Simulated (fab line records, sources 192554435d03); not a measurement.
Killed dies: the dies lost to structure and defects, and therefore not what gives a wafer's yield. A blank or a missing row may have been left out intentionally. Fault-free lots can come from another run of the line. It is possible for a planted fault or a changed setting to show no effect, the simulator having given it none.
Split-lot study || flow n5-finfet || route with 1938 steps; 7 lots, 39 wafers read

== ON THE SPLIT ==
At N5_BEOL_M6_TRENCH_ETCH_37 (etches SiCOH lowk in C4F6/O2, target depth 94.435 nm, time 31.5 s), the setting target-depth-a was moved away from the recipe's 944.35 angstrom on 12 of the 39 wafers read, by -39.6% to +46.1%. The other wafers ran this setting at the recipe's value.

== FROM THE SPLIT TO THE READING: what the file shows between them, 8 steps ==
- N5_BEOL_M6_ETCH_41: etches SiCN in CH3F/O2, target depth 29.7 nm, time 52 s
- N5_BEOL_M6_STRIP_80: strips in N2/H2, time 10 s
- N5_BEOL_M6_OCD_MEAS_38
- N5_BEOL_M6_HM_STRIP_39: strips TiN in peroxide tin strip, target depth 25 nm, time 158 s
- N5_BEOL_M6_SRD_40: time 30 s
- N5_BEOL_M6_ECD_50: material Cu, target thk 300 nm
- N5_BEOL_M6_ANNEAL_51: time 90 s
- N5_BEOL_M6_CMP_52: polishes, stops on SiCOH lowk, t overpolish 6.9 s, target thk 80 nm

== THE READING ==
M6_THK, in nm, at N5_BEOL_M6_THK_MEAS_53 (measures by xrf). On this fab line, fault-free wafers typically give 79.5 nm with a standard deviation of 2.1 nm.

{"wafer": "L076.1", "tool, chamber at the split": "rie-diel-06, 2", "target-depth-a as run, angstrom": 944.35, "against the recipe": "recipe", "M6_THK, nm": 80.3, "against lot-mates on the recipe": "-"}
{"wafer": "L076.2", "tool, chamber at the split": "rie-diel-06, 0", "target-depth-a as run, angstrom": 1380, "against the recipe": "+46.1%", "M6_THK, nm": 121.0, "against lot-mates on the recipe": "+41.5"}
{"wafer": "L076.3", "tool, chamber at the split": "rie-diel-06, 3", "target-depth-a as run, angstrom": 1380, "against the recipe": "+46.1%", "M6_THK, nm": 116.9, "against lot-mates on the recipe": "+37.4"}
{"wafer": "L076.4", "tool, chamber at the split": "rie-diel-06, 3", "target-depth-a as run, angstrom": 1380, "against the recipe": "+46.1%", "M6_THK, nm": 117.1, "against lot-mates on the recipe": "+37.6"}
{"wafer": "L076.5", "tool, chamber at the split": "rie-diel-06, 0", "target-depth-a as run, angstrom": 944.35, "against the recipe": "recipe", "M6_THK, nm": 79.0, "against lot-mates on the recipe": "-"}
{"wafer": "L076.6", "tool, chamber at the split": "rie-diel-06, 2", "target-depth-a as run, angstrom": 944.35, "against the recipe": "recipe", "M6_THK, nm": 79.3, "against lot-mates on the recipe": "-"}
{"wafer": "L075.1", "tool, chamber at the split": "rie-diel-01, 0", "target-depth-a as run, angstrom": 944.35, "against the recipe": "recipe", "M6_THK, nm": 81.4, "against lot-mates on the recipe": "-"}
{"wafer": "L075.2", "tool, chamber at the split": "rie-diel-01, 3", "target-depth-a as run, angstrom": 729.4, "against the recipe": "-22.8%", "M6_THK, nm": 58.5, "against lot-mates on the recipe": -22.9}
{"wafer": "L075.3", "tool, chamber at the split": "rie-diel-01, 1", "target-depth-a as run, angstrom": 944.35, "against the recipe": "recipe", "M6_THK, nm": 80.5, "against lot-mates on the recipe": "-"}
{"wafer": "L075.4", "tool, chamber at the split": "rie-diel-01, 2", "target-depth-a as run, angstrom": 729.4, "against the recipe": "-22.8%", "M6_THK, nm": 57.6, "against lot-mates on the recipe": -23.8}
{"wafer": "L075.5", "tool, chamber at the split": "rie-diel-01, 1", "target-depth-a as run, angstrom": 944.35, "against the recipe": "recipe", "M6_THK, nm": 82.2, "against lot-mates on the recipe": "-"}
{"wafer": "L075.6", "tool, chamber at the split": "rie-diel-01, 2", "target-depth-a as run, angstrom": 729.4, "against the recipe": "-22.8%", "M6_THK, nm": 58.6, "against lot-mates on the recipe": -22.8}
{"wafer": "L085.1", "tool, chamber at the split": "rie-diel-06, 1", "target-depth-a as run, angstrom": 944.35, "against the recipe": "recipe", "M6_THK, nm": 81.0, "against lot-mates on the recipe": "-"}
{"wafer": "L085.2", "tool, chamber at the split": "rie-diel-06, 3", "target-depth-a as run, angstrom": 944.35, "against the recipe": "recipe", "M6_THK, nm": 84.2, "against lot-mates on the recipe": "-"}
{"wafer": "L085.3", "tool, chamber at the split": "rie-diel-06, 2", "target-depth-a as run, angstrom": 944.35, "against the recipe": "recipe", "M6_THK, nm": 82.5, "against lot-mates on the recipe": "-"}
{"wafer": "L085.4", "tool, chamber at the split": "rie-diel-06, 0", "target-depth-a as run, angstrom": 944.35, "against the recipe": "recipe", "M6_THK, nm": 81.8, "against lot-mates on the recipe": "-"}
{"wafer": "L085.5", "tool, chamber at the split": "rie-diel-06, 0", "target-depth-a as run, angstrom": 944.35, "against the recipe": "recipe", "M6_THK, nm": 81.9, "against lot-mates on the recipe": "-"}
{"wafer": "L085.6", "tool, chamber at the split": "rie-diel-06, 1", "target-depth-a as run, angstrom": 944.35, "against the recipe": "recipe", "M6_THK, nm": 79.9, "against lot-mates on the recipe": "-"}
{"wafer": "L088.1", "tool, chamber at the split": "rie-diel-03, 1", "target-depth-a as run, angstrom": 1280, "against the recipe": "+35.5%", "M6_THK, nm": 113.8, "against lot-mates on the recipe": "+35.3"}
{"wafer": "L088.2", "tool, chamber at the split": "rie-diel-03, 3", "target-depth-a as run, angstrom": 1280, "against the recipe": "+35.5%", "M6_THK, nm": 109.4, "against lot-mates on the recipe": "+30.9"}
{"wafer": "L088.3", "tool, chamber at the split": "rie-diel-03, 0", "target-depth-a as run, angstrom": 944.35, "against the recipe": "recipe", "M6_THK, nm": 79.0, "against lot-mates on the recipe": "-"}
{"wafer": "L088.4", "tool, chamber at the split": "rie-diel-03, 2", "target-depth-a as run, angstrom": 1280, "against the recipe": "+35.5%", "M6_THK, nm": 111.7, "against lot-mates on the recipe": "+33.2"}
{"wafer": "L088.5", "tool, chamber at the split": "rie-diel-03, 1", "target-depth-a as run, angstrom": 944.35, "against the recipe": "recipe", "M6_THK, nm": 79.7, "against lot-mates on the recipe": "-"}
{"wafer": "L088.6", "tool, chamber at the split": "rie-diel-03, 0", "target-depth-a as run, angstrom": 944.35, "against the recipe": "recipe", "M6_THK, nm": 76.9, "against lot-mates on the recipe": "-"}
{"wafer": "L090.1", "tool, chamber at the split": "rie-diel-01, 3", "target-depth-a as run, angstrom": 944.35, "against the recipe": "recipe", "M6_THK, nm": 77.3, "against lot-mates on the recipe": "-"}
{"wafer": "L090.4", "tool, chamber at the split": "rie-diel-01, 1", "target-depth-a as run, angstrom": 944.35, "against the recipe": "recipe", "M6_THK, nm": 78.2, "against lot-mates on the recipe": "-"}
{"wafer": "L090.5", "tool, chamber at the split": "rie-diel-01, 3", "target-depth-a as run, angstrom": 944.35, "against the recipe": "recipe", "M6_THK, nm": 77.4, "against lot-mates on the recipe": "-"}
{"wafer": "L091.1", "tool, chamber at the split": "rie-diel-06, 1", "target-depth-a as run, angstrom": 570.7, "against the recipe": "-39.6%", "M6_THK, nm": 44.6, "against lot-mates on the recipe": -36.5}
{"wafer": "L091.2", "tool, chamber at the split": "rie-diel-06, 2", "target-depth-a as run, angstrom": 570.7, "against the recipe": "-39.6%", "M6_THK, nm": 42.9, "against lot-mates on the recipe": -38.2}
{"wafer": "L091.3", "tool, chamber at the split": "rie-diel-06, 3", "target-depth-a as run, angstrom": 944.35, "against the recipe": "recipe", "M6_THK, nm": 81.2, "against lot-mates on the recipe": "-"}
{"wafer": "L091.4", "tool, chamber at the split": "rie-diel-06, 0", "target-depth-a as run, angstrom": 944.35, "against the recipe": "recipe", "M6_THK, nm": 80.9, "against lot-mates on the recipe": "-"}
{"wafer": "L091.5", "tool, chamber at the split": "rie-diel-06, 0", "target-depth-a as run, angstrom": 944.35, "against the recipe": "recipe", "M6_THK, nm": 81.1, "against lot-mates on the recipe": "-"}
{"wafer": "L091.6", "tool, chamber at the split": "rie-diel-06, 3", "target-depth-a as run, angstrom": 570.7, "against the recipe": "-39.6%", "M6_THK, nm": 42.7, "against lot-mates on the recipe": -38.4}
{"wafer": "L094.1", "tool, chamber at the split": "rie-diel-06, 3", "target-depth-a as run, angstrom": 944.35, "against the recipe": "recipe", "M6_THK, nm": 78.5, "against lot-mates on the recipe": "-"}
{"wafer": "L094.2", "tool, chamber at the split": "rie-diel-06, 1", "target-depth-a as run, angstrom": 944.35, "against the recipe": "recipe", "M6_THK, nm": 79.0, "against lot-mates on the recipe": "-"}
{"wafer": "L094.3", "tool, chamber at the split": "rie-diel-06, 2", "target-depth-a as run, angstrom": 944.35, "against the recipe": "recipe", "M6_THK, nm": 81.1, "against lot-mates on the recipe": "-"}
{"wafer": "L094.4", "tool, chamber at the split": "rie-diel-06, 0", "target-depth-a as run, angstrom": 944.35, "against the recipe": "recipe", "M6_THK, nm": 75.9, "against lot-mates on the recipe": "-"}
{"wafer": "L094.5", "tool, chamber at the split": "rie-diel-06, 3", "target-depth-a as run, angstrom": 944.35, "against the recipe": "recipe", "M6_THK, nm": 78.7, "against lot-mates on the recipe": "-"}
{"wafer": "L094.6", "tool, chamber at the split": "rie-diel-06, 0", "target-depth-a as run, angstrom": 944.35, "against the recipe": "recipe", "M6_THK, nm": 77.4, "against lot-mates on the recipe": "-"}

FIT RESULTS
A straight line over all 39 wafers: M6_THK changes by +0.885 nm for each +1% of target-depth-a; r = +0.99; the points scatter about the line by 2 nm.
The same after taking each lot's own level away (the mean of its wafers on the recipe; 39 wafers): +0.912 nm for each +1%; r = +1.00; scatter 1.7 nm.
That fit puts the effect of the largest move of target-depth-a on the reading at 42 nm.
From 77.63 to 81.88 nm: that is the span of the lots' own levels, equal to 2.0 times the standard deviation above.
The two slopes are in agreement: the lot-to-lot level therefore moves the slope only a little.
Check: for one of the wafers moved furthest among these (+46.1%), held out of the fit, the line's prediction against its lot-mates is +41.6 nm. Against them it came out at +41.5 nm.

== THE WHOLE CHAIN: every reading that the file lists as answering this split, in the file's order ==
{"step": "N5_BEOL_M6_TRENCH_ETCH_37", "what it does": "etches SiCOH lowk in C4F6/O2, target depth 94.435 nm, time 31.5 s", "reading": "BEOL_M6.feature-depth-nm (the simulator's own value, which no gauge read)", "change (the file's fit)": "+0.916 nm for each +1% of the setting", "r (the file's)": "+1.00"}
{"step": "N5_BEOL_M6_TRENCH_ETCH_37", "what it does": "etches SiCOH lowk in C4F6/O2, target depth 94.435 nm, time 31.5 s", "reading": "etch.depth-nm (the simulator's own value, which no gauge read)", "change (the file's fit)": "+0.916 nm for each +1% of the setting", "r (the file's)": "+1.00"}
{"step": "N5_BEOL_M6_TRENCH_ETCH_37", "what it does": "etches SiCOH lowk in C4F6/O2, target depth 94.435 nm, time 31.5 s", "reading": "TiN_of_BEOL_M6_HM_DEP_02.thk-nm (the simulator's own value, which no gauge read)", "change (the file's fit)": "-0.025 nm for each +1% of the setting", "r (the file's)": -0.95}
{"step": "N5_BEOL_M6_OCD_MEAS_38", "what it does": "", "reading": "trench-depth-nm", "change (the file's fit)": "+0.917 nm for each +1% of the setting", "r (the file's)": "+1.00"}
{"step": "N5_BEOL_M6_CMP_52", "what it does": "polishes, stops on SiCOH lowk, t overpolish 6.9 s, target thk 80 nm", "reading": "Cu_of_BEOL_M6_ECD_50.thk-nm (the simulator's own value, which no gauge read)", "change (the file's fit)": "+0.921 nm for each +1% of the setting", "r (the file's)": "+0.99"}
{"step": "N5_BEOL_M6_THK_MEAS_53", "what it does": "measures by xrf", "reading": "M6_THK", "change (the file's fit)": "+0.91 for each +1% of the setting", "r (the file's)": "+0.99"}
{"step": "N5_BEOL_M6_RS_MEAS_57", "what it does": "measures by four-point-probe", "reading": "M6_RS", "change (the file's fit)": "not straight: 0.598 at the lowest setting, 0.283 at the recipe, 0.179 at the highest", "r (the file's)": "not given"}

== FILE'S OWN FIT ==
M6_THK changes by +0.91 nm for each +1% of target-depth-a, r = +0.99.
